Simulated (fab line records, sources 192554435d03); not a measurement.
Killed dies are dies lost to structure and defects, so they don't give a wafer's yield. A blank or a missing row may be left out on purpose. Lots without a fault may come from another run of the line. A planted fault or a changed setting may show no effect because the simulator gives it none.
Which tool did it? | flow n5_finfet | 8 lots, 24 wafers sampled, at 5 steps of a route of 1938

WHAT THE GAUGES READ, wafer by wafer
N5_BEOL_M5_OCD_MEAS_38.
lot  | measured     | on     | trench_depth_nm (nm)
L166 | day 8 12:07  | ocd-01 | 74.1 71.7 74.4
L168 | day 8 19:51  | ocd-01 | 72.9 71.8 70.6
L175 | day 10 13:12 | ocd-02 | 70.6 71.7 69.1
L176 | day 10 19:16 | ocd-02 | 72.5 77.6 70.9
L178 | day 11 09:38 | ocd-02 | 68.3 74.0 74.0
L181 | day 11 23:08 | ocd-01 | 72.0 71.6 71.3
L185 | day 13 03:07 | ocd-02 | 70.2 71.5 70.6
L187 | day 13 19:46 | ocd-02 | 68.4 69.9 67.8

WHICH TOOL RAN EACH LOT (tool, then ch and the chambers of the sampled wafers, then the start)
lot  | N5_BEOL_M5_STRIP_19                | N5_BEOL_M5_ETCH_67                 | N5_BEOL_M5_ETCH_68                 | N5_BEOL_M5_TRENCH_ETCH_37
L166 | rie_diel-06 ch 0,2,3, day 8 11:10  | rie_diel-06 ch 2,3, day 8 11:45    | rie_diel-06 ch 2,3, day 8 11:47    | rie_diel-06 ch 2,3, day 8 11:58
L168 | rie_diel-05 ch 0,2,3, day 8 17:23  | rie_diel-05 ch 1,2, day 8 19:29    | rie_diel-05 ch 1,2, day 8 19:31    | rie_diel-05 ch 1,2, day 8 19:42
L175 | rie_diel-05 ch 1,2, day 10 12:12   | rie_diel-05 ch 0,2,3, day 10 12:50 | rie_diel-05 ch 0,2,3, day 10 12:52 | rie_diel-05 ch 0,2,3, day 10 13:03
L176 | rie_diel-06 ch 1,2,3, day 10 15:45 | rie_diel-05 ch 0,1,2, day 10 18:54 | rie_diel-05 ch 0,1,2, day 10 18:55 | rie_diel-05 ch 0,1,2, day 10 19:07
L178 | rie_diel-05 ch 0,2,3, day 11 08:40 | rie_diel-05 ch 1,3, day 11 09:16   | rie_diel-05 ch 1,3, day 11 09:17   | rie_diel-05 ch 1,3, day 11 09:29
L181 | rie_diel-05 ch 1,2, day 11 22:11   | rie_diel-06 ch 0,1, day 11 22:46   | rie_diel-06 ch 0,1, day 11 22:47   | rie_diel-06 ch 0,1, day 11 22:58
L185 | rie_diel-06 ch 1,3, day 13 01:47   | rie_diel-02 ch 0,2, day 13 02:44   | rie_diel-02 ch 0,2, day 13 02:46   | rie_diel-02 ch 0,2, day 13 02:58
L187 | rie_diel-02 ch 0,2,3, day 13 18:40 | rie_diel-02 ch 2,3, day 13 19:24   | rie_diel-02 ch 2,3, day 13 19:25   | rie_diel-02 ch 2,3, day 13 19:37
- N5_BEOL_M5_STRIP_19: strips in O2.
- N5_BEOL_M5_ETCH_67: etches SiARC in CF4, target depth 15.6 nm, time 26 s.
- N5_BEOL_M5_ETCH_68: etches SOC in N2/H2, target depth 80 nm, overetch 16 nm, time 120 s.
- N5_BEOL_M5_TRENCH_ETCH_37: etches SiCOH lowk in C4F6/O2, target depth 71.652 nm, time 24.7 s.

THE ANSWER, worked out from the rows above alone
Rule: what is usual is taken from the lots themselves. Put in order of their means at a reading, lots are off if they are a third of the lots or fewer, leave a main group of 4 or more, and stand apart from it by a gap of 3 or more times the standard deviation of the main group's means; of several such gaps the widest counts. A main group whose means are all the same, to the digits that the tables above print for the reading, isn't used. A lot without any number at a reading at which 4 lots or more have one is off too. The other lots that the step has rows for count as sound.
No lot is off at any reading shown: from this, nothing can be told.

WHAT THE SIMULATOR HAD PUT IN
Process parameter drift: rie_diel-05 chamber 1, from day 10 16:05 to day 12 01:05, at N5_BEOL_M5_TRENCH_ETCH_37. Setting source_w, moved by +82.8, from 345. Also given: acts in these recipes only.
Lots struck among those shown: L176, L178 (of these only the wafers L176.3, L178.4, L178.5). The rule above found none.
